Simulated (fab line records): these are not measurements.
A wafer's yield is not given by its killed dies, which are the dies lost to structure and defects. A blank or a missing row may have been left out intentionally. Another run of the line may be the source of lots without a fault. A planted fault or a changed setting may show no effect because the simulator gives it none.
fab line records    flow n5Finfet    part 2 of 2: steps 41 to 41 of 41
[record] lots = 5  wafers = 15  lastDay = 18
route steps=1938 shown BEOL_M4@1099 BEOL_M5@1112 BEOL_M10@1490 PASSIVATION@1936
lots that met no fault: taken from a fault-free run of the same line
startH: start of the lot's first displayed wafer, in hours after the record's first day    waitH: hours elapsed since this lot's preceding step    " same as the row above    L1.1+2: a row that stands for several wafers    - either no value or no given start    * or withheld: withheld    < > ~ a bound
route shown NAME@n: a module of which the file shows steps, and the number in the route of the first    usual: average and standard deviation across the fault-free wafers    same: alike in all rows    chamber/n: place in a boat    sites: per-site readings    _std_site: how widely they spread, as a standard deviation    _edge_site: the outer-site mean with the inner-site mean subtracted    radiusMm: for every site, how far away it sits from the centre of the wafer    mask NAME#n: copy n    behind: tool/chamber where the wafer was last shaped    hold: what put the lot on hold/how long, in hours/how the hold closed    device: the n, p or np transistor that did not switch    end of line: the tests these same wafers got at the end of their route    a step given without rows: its recipe and nothing more    killed: not the wafer's yield, but the dies lost to structure and defects at the first sort    map: dies across one wafer; x = killed, . = not, _ = none there
set.NAME: the setting as run; set.NAME@STEP: as run at that earlier step    model.NAME: the simulator's own value behind a step, which no gauge read
lots at some steps of the route; a table a step, a row a wafer
services: from which hour (startH, from the record's first day; less than 0 if before it) a tool's chamber was out of use, for how many hours, and why
[[steps]]
[step N5_PASSIVATION_PROBE_49]
[usual] defectLimitedYield = 91.6/1.4  killed_at_M0_to_M3 = 33/10  killed_at_M4_up = 13/5.3  killedAtContacts = 13/5.9  killedAtFrontEnd = 36/12  killedAtOther = 4/3.1  killedDies = 99/16  killedOnRim = 13/4.2  killedOpen = 65/13  killedShort = 32/7.3  sort_bin_5_function = 4.9/0.9  sort_bin_6_memory = 3.1/0.66  sortNPass = 1081/17  sortYieldPct = 91.6/1.4
[same] grossDies = 1180  killedAtBackSide = 0  sort_bin_4_leakage[%] = 0  sort_bin_8_speed[%] = 0
lot.wafer  tool       chamber  startH  waitH  defectLimitedYield[%]  killed_at_M0_to_M3  killed_at_M4_up  killedAtContacts  killedAtFrontEnd  killedAtOther  killedDies  killedOnRim  killedOpen  killedShort  sort_bin_5_function[%]  sort_bin_6_memory[%]  sortNPass  sortYieldPct[%]
L606.4     prober-01  -        350.17  0.2    0                      28                  1073             33                45                1              1180        152          85          34           96.1                    3.6                   0          0
L606.5     prober-01  -        350.22  0.2    0                      23                  1096             19                39                3              1180        152          65          35           96.3                    3.3                   0          0
L606.6     prober-01  -        350.27  0.3    0                      28                  1117             8                 27                0              1180        152          55          28           97.6                    2.1                   0          0
L607.2     prober-02  -        353.41  0.1    0                      37                  1100             4                 36                3              1180        152          63          25           97.4                    2.3                   0          0
L607.3     prober-02  -        353.46  0.1    0                      33                  1107             18                22                0              1180        152          50          32           97.4                    2.5                   0          0
L607.4     prober-02  -        353.51  0.2    0                      28                  1101             21                26                4              1180        152          52          35           97.3                    2.3                   0          0
L608.2     prober-02  -        379.44  0.1    0                      37                  1090             9                 43                1              1180        152          75          30           96.7                    3.1                   0          0
L608.4     prober-02  -        379.54  0.2    0                      36                  1091             10                34                9              1180        152          76          32           96.0                    3.8                   0          0
L608.5     prober-02  -        379.59  0.2    0                      31                  1066             14                63                6              1180        152          98          31           95.3                    4.2                   0          0
// killed by level:class
L606.4 BEOL_M10:areaEtch=1061 MOL_CONTACT_COAG:geometricParticle:open=24 STI_FIN_REVEAL:geometricParticle:open=14 MOL_CONTACT_COAG:geometricParticle:short=9 BEOL_M0_SAQP:geometricParticle:open=8 BEOL_M2:geometricParticle:open=8 GATE_CUT:geometricParticle:short=6 BEOL_M4:geometricParticle:open=6
L606.5 BEOL_M10:areaEtch=1080 MOL_CONTACT_COAG:geometricParticle:open=15 FIN_SAQP:geometricParticle:short=11 BEOL_M4:geometricParticle:open=11 STI_FIN_REVEAL:geometricParticle:open=8 BEOL_M0_SAQP:geometricParticle:open=5 BEOL_M3:geometricParticle:open=5 STARTING-WAFER:geometricParticle:open=5
L606.6 BEOL_M10:areaEtch=1097 BEOL_M4:geometricParticle:open=9 MOL_CONTACT_COAG:geometricParticle:open=8 BEOL_M0_SAQP:geometricParticle:short=6 BEOL_M0:geometricParticle:short=6 BEOL_M2:geometricParticle:open=6 STI_FIN_REVEAL:geometricParticle:open=5 BEOL_M0_SAQP:geometricParticle:open=5
L607.2 BEOL_M10:areaEtch=1092 BEOL_M0_SAQP:geometricParticle:short=10 FIN_SAQP:geometricParticle:open=9 BEOL_M1:geometricParticle:open=8 STI_FIN_REVEAL:geometricParticle:open=8 DUMMY_GATE:geometricParticle:open=5 BEOL_M2:geometricParticle:open=5 BEOL_M3:geometricParticle:open=5
L607.3 BEOL_M10:areaEtch=1097 MOL_CONTACT_COAG:geometricParticle:open=13 BEOL_M0_SAQP:geometricParticle:open=10 BEOL_M0_SAQP:geometricParticle:short=10 FIN_SAQP:geometricParticle:short=5 MOL_CONTACT_COAG:geometricParticle:short=5 STI_FIN_REVEAL:geometricParticle:open=4 FIN_SAQP:geometricParticle:open=3
L607.4 BEOL_M10:areaEtch=1093 MOL_CONTACT_COAG:geometricParticle:open=15 BEOL_M0_SAQP:geometricParticle:open=9 BEOL_M0_SAQP:geometricParticle:short=8 MOL_CONTACT_COAG:geometricParticle:short=6 FIN_SAQP:geometricParticle:open=5 GATE_CUT:geometricParticle:short=4 FIN_SAQP:geometricParticle:short=3
L608.2 BEOL_M10:areaEtch=1075 STI_FIN_REVEAL:geometricParticle:open=20 BEOL_M0_SAQP:geometricParticle:open=11 MOL_CONTACT_COAG:geometricParticle:open=9 FIN_SAQP:geometricParticle:open=8 BEOL_M1:geometricParticle:open=7 BEOL_M0_SAQP:geometricParticle:short=6 BEOL_M3:geometricParticle:open=6
L608.4 BEOL_M10:areaEtch=1072 BEOL_M2:geometricParticle:open=14 BEOL_M3:geometricParticle:open=10 FIN_SAQP:geometricParticle:open=6 MOL_CONTACT_COAG:geometricParticle:open=6 BEOL_M4:geometricParticle:open=6 BEOL_M5:geometricParticle:open=5 DUMMY_GATE:geometricParticle:open=5
L608.5 BEOL_M10:areaEtch=1051 FIN_SAQP:geometricParticle:open=23 STI_FIN_REVEAL:geometricParticle:open=19 MOL_CONTACT_COAG:geometricParticle:open=10 BEOL_M2:geometricParticle:open=9 FIN_SAQP:geometricParticle:short=8 BEOL_M3:geometricParticle:open=7 DUMMY_GATE:geometricParticle:open=6
// map L606.4 (x killed, . not)
_________________xxxxxxxxxxxx________________
______________xxxxxxxxxxxxxxxxxx_____________
___________xxxxxxxxxxxxxxxxxxxxxxxx__________
__________xxxxxxxxxxxxxxxxxxxxxxxxxx_________
________xxxxxxxxxxxxxxxxxxxxxxxxxxxxxx_______
_______xxxxxxxxxxxxxxxxxxxxxxxxxxxxxxxx______
______xxxxxxxxxxxxxxxxxxxxxxxxxxxxxxxxxx_____
_____xxxxxxxxxxxxxxxxxxxxxxxxxxxxxxxxxxxx____
____xxxxxxxxxxxxxxxxxxxxxxxxxxxxxxxxxxxxxx___
___xxxxxxxxxxxxxxxxxxxxxxxxxxxxxxxxxxxxxxxx__
___xxxxxxxxxxxxxxxxxxxxxxxxxxxxxxxxxxxxxxxx__
__xxxxxxxxxxxxxxxxxxxxxxxxxxxxxxxxxxxxxxxxxx_
__xxxxxxxxxxxxxxxxxxxxxxxxxxxxxxxxxxxxxxxxxx_
_xxxxxxxxxxxxxxxxxxxxxxxxxxxxxxxxxxxxxxxxxxxx
_xxxxxxxxxxxxxxxxxxxxxxxxxxxxxxxxxxxxxxxxxxxx
_xxxxxxxxxxxxxxxxxxxxxxxxxxxxxxxxxxxxxxxxxxxx
_xxxxxxxxxxxxxxxxxxxxxxxxxxxxxxxxxxxxxxxxxxxx
_xxxxxxxxxxxxxxxxxxxxxxxxxxxxxxxxxxxxxxxxxxxx
_xxxxxxxxxxxxxxxxxxxxxxxxxxxxxxxxxxxxxxxxxxxx
_xxxxxxxxxxxxxxxxxxxxxxxxxxxxxxxxxxxxxxxxxxxx
_xxxxxxxxxxxxxxxxxxxxxxxxxxxxxxxxxxxxxxxxxxxx
__xxxxxxxxxxxxxxxxxxxxxxxxxxxxxxxxxxxxxxxxxx_
__xxxxxxxxxxxxxxxxxxxxxxxxxxxxxxxxxxxxxxxxxx_
___xxxxxxxxxxxxxxxxxxxxxxxxxxxxxxxxxxxxxxxx__
___xxxxxxxxxxxxxxxxxxxxxxxxxxxxxxxxxxxxxxxx__
____xxxxxxxxxxxxxxxxxxxxxxxxxxxxxxxxxxxxxx___
_____xxxxxxxxxxxxxxxxxxxxxxxxxxxxxxxxxxxx____
______xxxxxxxxxxxxxxxxxxxxxxxxxxxxxxxxxx_____
_______xxxxxxxxxxxxxxxxxxxxxxxxxxxxxxxx______
________xxxxxxxxxxxxxxxxxxxxxxxxxxxxxx_______
__________xxxxxxxxxxxxxxxxxxxxxxxxxx_________
___________xxxxxxxxxxxxxxxxxxxxxxxx__________
______________xxxxxxxxxxxxxxxxxx_____________
_________________xxxxxxxxxxxx________________
// map L607.2 (x killed, . not)
_________________xxxxxxxxxxxx________________
______________xxxxxxxxxxxxxxxxxx_____________
___________xxxxxxxxxxxxxxxxxxxxxxxx__________
__________xxxxxxxxxxxxxxxxxxxxxxxxxx_________
________xxxxxxxxxxxxxxxxxxxxxxxxxxxxxx_______
_______xxxxxxxxxxxxxxxxxxxxxxxxxxxxxxxx______
______xxxxxxxxxxxxxxxxxxxxxxxxxxxxxxxxxx_____
_____xxxxxxxxxxxxxxxxxxxxxxxxxxxxxxxxxxxx____
____xxxxxxxxxxxxxxxxxxxxxxxxxxxxxxxxxxxxxx___
___xxxxxxxxxxxxxxxxxxxxxxxxxxxxxxxxxxxxxxxx__
___xxxxxxxxxxxxxxxxxxxxxxxxxxxxxxxxxxxxxxxx__
__xxxxxxxxxxxxxxxxxxxxxxxxxxxxxxxxxxxxxxxxxx_
__xxxxxxxxxxxxxxxxxxxxxxxxxxxxxxxxxxxxxxxxxx_
_xxxxxxxxxxxxxxxxxxxxxxxxxxxxxxxxxxxxxxxxxxxx
_xxxxxxxxxxxxxxxxxxxxxxxxxxxxxxxxxxxxxxxxxxxx
_xxxxxxxxxxxxxxxxxxxxxxxxxxxxxxxxxxxxxxxxxxxx
_xxxxxxxxxxxxxxxxxxxxxxxxxxxxxxxxxxxxxxxxxxxx
_xxxxxxxxxxxxxxxxxxxxxxxxxxxxxxxxxxxxxxxxxxxx
_xxxxxxxxxxxxxxxxxxxxxxxxxxxxxxxxxxxxxxxxxxxx
_xxxxxxxxxxxxxxxxxxxxxxxxxxxxxxxxxxxxxxxxxxxx
_xxxxxxxxxxxxxxxxxxxxxxxxxxxxxxxxxxxxxxxxxxxx
__xxxxxxxxxxxxxxxxxxxxxxxxxxxxxxxxxxxxxxxxxx_
__xxxxxxxxxxxxxxxxxxxxxxxxxxxxxxxxxxxxxxxxxx_
___xxxxxxxxxxxxxxxxxxxxxxxxxxxxxxxxxxxxxxxx__
___xxxxxxxxxxxxxxxxxxxxxxxxxxxxxxxxxxxxxxxx__
____xxxxxxxxxxxxxxxxxxxxxxxxxxxxxxxxxxxxxx___
_____xxxxxxxxxxxxxxxxxxxxxxxxxxxxxxxxxxxx____
______xxxxxxxxxxxxxxxxxxxxxxxxxxxxxxxxxx_____
_______xxxxxxxxxxxxxxxxxxxxxxxxxxxxxxxx______
________xxxxxxxxxxxxxxxxxxxxxxxxxxxxxx_______
__________xxxxxxxxxxxxxxxxxxxxxxxxxx_________
___________xxxxxxxxxxxxxxxxxxxxxxxx__________
______________xxxxxxxxxxxxxxxxxx_____________
_________________xxxxxxxxxxxx________________
[[services]]
tool        chamber  startH  hours  kind
rieDiel-06  2        318.16  10.9   repair
rieDiel-02  0        359.18  8.3    repair
rieDiel-06  -        369.08  2.8    pm
[[key]]
[firstSign] step = N5_BEOL_M10_STRIP_67  reading = toolRecord  direction = missing
[effect] step = N5_BEOL_M10_VIA_ETCH_34  reading = oesProductAu  direction = down  sigmas = 5.7  usual = 0.79  struck = 0.28
[effect] step = N5_BEOL_M10_OCD_MEAS_38  reading = trenchDepthNm  direction = missing
[effect] step = N5_PASSIVATION_PROBE_49  reading = killed_at_M4_up  direction = up  sigmas = 99+  usual = 13  struck = 1093
[modelEffect] step = N5_BEOL_M10_STRIP_67  value = SiARC_of_BEOL_M10_COAT_60.thkNm  without = 0  struck = 23.47
[modelEffect] step = N5_BEOL_M10_STRIP_19  value = SOC_of_BEOL_M10_COAT_59.thkNm  without = 0  struck = 92.18
[modelEffect] step = N5_BEOL_M10_ETCH_66  value = etch.depthNm  without = 99.94  struck = 144.1
[modelEffect] step = N5_BEOL_M10_ETCH_41  value = SiARC_of_BEOL_M10_COAT_60.thkNm  without = 0  struck = 11.2
[moreKillsBornAt] N5_BEOL_M10_ETCH_66@rieDiel-06 = 9718
metAt N5_BEOL_M10_STRIP_67
struckWafers L606.4,L606.5,L606.6,L607.2,L607.3,L607.4,L608.2,L608.4,L608.5
laterRowsLeftOut L606.4,L606.5,L606.6,L607.2,L607.3,L607.4,L608.2,L608.4,L608.5
[fault] kind = skippedStepWhole  tool = rieDiel-05,rieDiel-06  chamber = -  onsetH = 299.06  steps = N5_BEOL_M10_STRIP_67  scope = struckLotsOnly
// laterRowsLeftOut: the simulator's readings of these wafers behind a module that went badly wrong aren't trusted and aren't shown, but for the sort
